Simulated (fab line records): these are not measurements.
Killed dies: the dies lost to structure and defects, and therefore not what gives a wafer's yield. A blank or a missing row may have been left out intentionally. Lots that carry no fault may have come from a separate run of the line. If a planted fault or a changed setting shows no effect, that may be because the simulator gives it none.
2 desks, one fault :: flow n5-finfet :: each desk has only its own numbers; what lay behind them comes last

== FROM THE METROLOGY DESK ==
Means of the sampled wafers that have a number, per lot and without regard to the tool the lot ran on: this is what the gauges read. If a lot's mean is further than 4 standard deviations from the usual mean, the lot is out of limits and carries the mark OUT (the distance appears in the brackets).
Columns: A = VG_OVL at N5_MOL_CONTACT_COAG_OVL_MEAS_85, usual -0.4 nm
lot: L120
first seen here: day 5 11:55
A: -0.9

lot: L121
first seen here: day 5 14:26
A: -0.5

lot: L122
first seen here: day 5 19:26
A: -1.1

lot: L123
first seen here: day 5 19:52
A: 0.0

lot: L130
first seen here: day 7 15:20
A: 0.4

lot: L132
first seen here: day 8 02:14
A: 0.1

lot: L133
first seen here: day 8 07:28
A: -1.3

lot: L137
first seen here: day 9 08:47
A: -1.4

lot: L141
first seen here: day 10 06:40
A: 0.2

lot: L142
first seen here: day 10 13:15
A: 0.4

lot: L143
first seen here: day 10 19:32
A: 0.5
This desk's finding: nothing out of limits on any of the 11 lots.

== THE TOOL OWNER'S DESK: rie-diel-05 ==
The tool's own readings at N5_MOL_CONTACT_COAG_ETCH_90 (etches SiARC in CF4, target depth 13 nm, time 21.7 s): means of the sampled wafers that have a number, for each lot that ran on this tool. If a lot's mean is further than 4 standard deviations from the usual mean, the lot is out of limits and carries the mark OUT (the distance appears in the brackets).
Columns: A = drypump-motor-current-A at N5_MOL_CONTACT_COAG_ETCH_90, usual 5.8 A; B = etch-rf-on-time-s at N5_MOL_CONTACT_COAG_ETCH_90, usual 21.7 s; C = mfc-ar-sccm at N5_MOL_CONTACT_COAG_ETCH_90, usual 100.0 sccm; D = oes-product-au at N5_MOL_CONTACT_COAG_ETCH_90, usual 0.68 a.u.; E = rf-vpp-V at N5_MOL_CONTACT_COAG_ETCH_90, usual 183.5 V; F = showerhead-plenum-p-Torr at N5_MOL_CONTACT_COAG_ETCH_90, usual 2.10 Torr; G = throttle-valve-pct at N5_MOL_CONTACT_COAG_ETCH_90, usual 15.52 %
lot: L120
first seen here: day 5 12:10
A: 5.7
B: 21.9
C: 100.0
D: 0.78
E: 182.6
F: 2.10
G: 15.22

lot: L121
first seen here: day 5 14:37
A: 5.3
B: 22.5
C: 99.8
D: 0.72
E: 183.5
F: 2.09
G: 15.15

lot: L123
first seen here: day 5 20:01
A: 5.8
B: 21.9
C: 100.4
D: 0.74
E: 183.6
F: 2.09
G: 15.29

lot: L130
first seen here: day 7 15:28
A: 5.6
B: 27.5 (+8.8) OUT
C: 99.8
D: 0.63
E: 183.6
F: 2.07
G: 15.31

lot: L142
first seen here: day 10 13:23
A: 6.0
B: 22.1
C: 100.1
D: 0.67
E: 183.9
F: 2.10
G: 15.46
This desk's finding: out of limits on L130; first on L130, day 7 15:28 (etch-rf-on-time-s at N5_MOL_CONTACT_COAG_ETCH_90). Within limits: L120, L121, L123, L142.

== BROUGHT TOGETHER ==
On L130, at day 7 15:28, an alarm was possible from the tool owner's desk.
The metrology desk saw nothing out of limits.
The metrology desk holds a record of L130, inside its limits.
The lots listed all ran N5_MOL_CONTACT_COAG_ETCH_90 on rie-diel-05.

== WHAT WAS PUT IN BY THE SIMULATOR ==
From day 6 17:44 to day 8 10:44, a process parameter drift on rie-diel-05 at N5_MOL_CONTACT_COAG_ETCH_90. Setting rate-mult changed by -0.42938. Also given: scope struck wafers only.
Shown lots that were struck: L130.
Each desk's first reading out of limits, in hours after the fault started: the tool owner's desk, 22.
